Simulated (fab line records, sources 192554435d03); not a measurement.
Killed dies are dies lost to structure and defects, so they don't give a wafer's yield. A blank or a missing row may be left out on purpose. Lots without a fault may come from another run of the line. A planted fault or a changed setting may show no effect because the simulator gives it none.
Chamber matching | flow n5_finfet | N5_BEOL_M14_STRIP_37 on rie_diel-04: 4 sister chambers
The step strips in O2. 8 wafers are shown with their chamber, then 9 later ones without.

WAFERS WITH THEIR CHAMBER
wafer  | chamber | showerhead_plenum_p_Torr (Torr) | throttle_valve_pct (%)
L080.3 | 2       | 2.22                            | 16.38
L078.5 | 3       | 2.12                            | 16.77
L081.1 | 2       | 2.22                            | 16.43
L081.5 | 1       | 2.06                            | 16.38
L081.6 | 0       | 2.23                            | 16.68
L084.1 | 1       | 2.05                            | 16.41
L084.3 | 0       | 2.23                            | 16.71
L084.4 | 3       | 2.12                            | 16.76

WAFERS WITHOUT THEIR CHAMBER
wafer  | showerhead_plenum_p_Torr (Torr) | throttle_valve_pct (%)
L086.1 | 2.22                            | 16.42
L086.3 | 2.23                            | 16.70
L086.5 | 2.12                            | 16.75
L090.1 | 2.12                            | 16.79
L090.2 | 2.22                            | 16.44
L090.5 | 2.22                            | 16.45
L095.1 | 2.22                            | 16.75
L095.3 | 2.11                            | 16.79
L095.4 | 2.05                            | 16.42

WHICH CHAMBER EACH WENT THROUGH
wafer  | from the rows above | in truth
L086.1 | 2                   | 2
L086.3 | 0                   | 0
L086.5 | 3                   | 3
L090.1 | 3                   | 3
L090.2 | 2                   | 2
L090.5 | 2                   | 2
L095.1 | 0                   | 0
L095.3 | 3                   | 3
L095.4 | 1                   | 1
Placed correctly: 9 of 9. Can't be placed from these rows: 0. Placed wrongly: 0.
How it was worked out, from the rows above alone: a wafer's distance from a chamber is the root of the sum, over the readings, of the square of ((its reading less the chamber's mean) divided by the reading's scatter). The wafer belongs to the nearest chamber; if the next one is less than 2 further off, it can't be placed. A chamber's mean is the mean of its shown wafers. The scatter: the root of (the sum of the squares of (reading less its chamber's mean) over the shown wafers, divided by (wafers less chambers)).
